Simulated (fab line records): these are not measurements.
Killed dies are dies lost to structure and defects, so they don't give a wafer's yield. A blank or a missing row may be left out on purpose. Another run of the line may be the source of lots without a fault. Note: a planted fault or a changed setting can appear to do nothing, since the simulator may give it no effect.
Comparing a struck lot with a sound one    flow n5-finfet    14 out of 1938 route steps
Sound: the wafers L240.1, L240.2, L240.5. Wafers struck: L250.1, L250.2, L250.3. The cause comes at the end.
For every step that has rows: the tool of each side, followed by ch and its chambers, followed by its first start. Under that, the readings that differ: sound wafers    struck wafers    difference of the means    sigmas: that difference in standard deviations of wafers without a fault.
alike: readings whose means differ by less than 2 such deviations, and words and numbers that are the same on both sides. not compared: withheld readings, readings that some wafer has no value for, bounds like >300 that may hide the same value, and numbers for which the record gives no deviation and whose values overlap.
The two part at a step that has a row with sigmas, a row that says differs or no value, or rows on one side only. Numbers that have no deviation but don't overlap get no sigmas and don't part them. A reading missing from all wafers of one side parts the sides only when that side holds two or more wafers.

N5_DUMMY_GATE_ETCH_42: etches SiO2 in CHF3/O2, target depth 3.5 nm, time 31 s.
  sound on rie-diel-05 ch 1,2,3, day 4 20:52; struck on rie-diel-06 ch 0,1,3, day 7 04:14
reading                          sound           struck          difference  sigmas
showerhead-plenum-p-Torr (Torr)  2.43 2.47 2.50  2.35 2.31 2.28  -0.15       -2
  alike: drypump-motor-current-A, oes-product-au, rf-vpp-V, throttle-valve-pct
  not compared: rf-hours-counter-h
N5_DUMMY_GATE_STRIP_48: strips in N2/H2, time 20 s.
  sound on rie-diel-05 ch 1,2,3, day 4 20:55; struck on rie-diel-06 ch 0,1,3, day 7 04:17
  alike: drypump-motor-current-A, oes-product-au, rf-vpp-V, showerhead-plenum-p-Torr, throttle-valve-pct
  not compared: rf-hours-counter-h
then, 5 steps without rows for these wafers: N5_DUMMY_GATE_PRECLEAN_33 (cleans in dHF, time 10 s); N5_DUMMY_GATE_PRECLEAN_25 (cleans in O3/DIW, time 45 s); N5_DUMMY_GATE_PRECLEAN_51 (cleans in SC2, time 45 s); N5_DUMMY_GATE_SRD_26 (time 30 s); N5_DUMMY_GATE_UV_OZONE_45 (time 120 s).
N5_DUMMY_GATE_INSPECT_27: inspects for defects (brightfield).
  sound: defect-inspect-01 at day 4 21:06; struck: defect-inspect-02 at day 7 04:28
  alike: raw-defect-count
N5_SPACER0_ALD_07: deposits SiNx, target thk 2 nm.
  sound on ald-sin-03 ch 0,1,3, day 4 21:26; struck on ald-sin-02 ch 0,1,3, day 7 04:31
  alike: heater-power-w, susceptor-temp-C
N5_SPACER0_ALD_00: deposits SiOCN, target thk 3.5 nm, pulse time 3 s, purge time 2 s.
  sound on ald-sin-03 ch 0,1,3, day 4 21:35; struck on ald-sin-02 ch 0,1,3, day 7 04:40
  alike: heater-power-w, precursor-pulse-height-rel, susceptor-temp-C
N5_SPACER0_ALD_08: deposits SiNx, target thk 2 nm.
  sound on ald-sin-03 ch 0,1,3, day 4 21:51; struck on ald-sin-02 ch 0,1,3, day 7 04:55
  alike: heater-power-w, susceptor-temp-C
N5_SPACER0_INSPECT_04: inspects for defects (darkfield).
  sound: defect-inspect-02 at day 4 22:00; struck: defect-inspect-01 at day 7 05:05
  alike: raw-defect-count
N5_SD_EPI_N_COAT_32: time 60 s, resist thk 350 nm.
  sound on litho-track-02 ch 0, day 4 22:02; struck on litho-track-01 ch 0, day 7 05:07
reading           sound              struck             difference  sigmas
run-length-s (s)  66.07 65.89 65.91  86.06 85.90 86.03  +20.04      +74
  alike: heater-power-total-W, spin-speed-rpm
then, 1 step without rows for these wafers: N5_SD_EPI_N_COAT_33 (time 60 s, resist thk 35 nm).

WHERE THEY PART
Last at N5_SD_EPI_N_COAT_32 as far as this record goes, first at N5_DUMMY_GATE_ETCH_42.

WHY: what had been put in by the simulator
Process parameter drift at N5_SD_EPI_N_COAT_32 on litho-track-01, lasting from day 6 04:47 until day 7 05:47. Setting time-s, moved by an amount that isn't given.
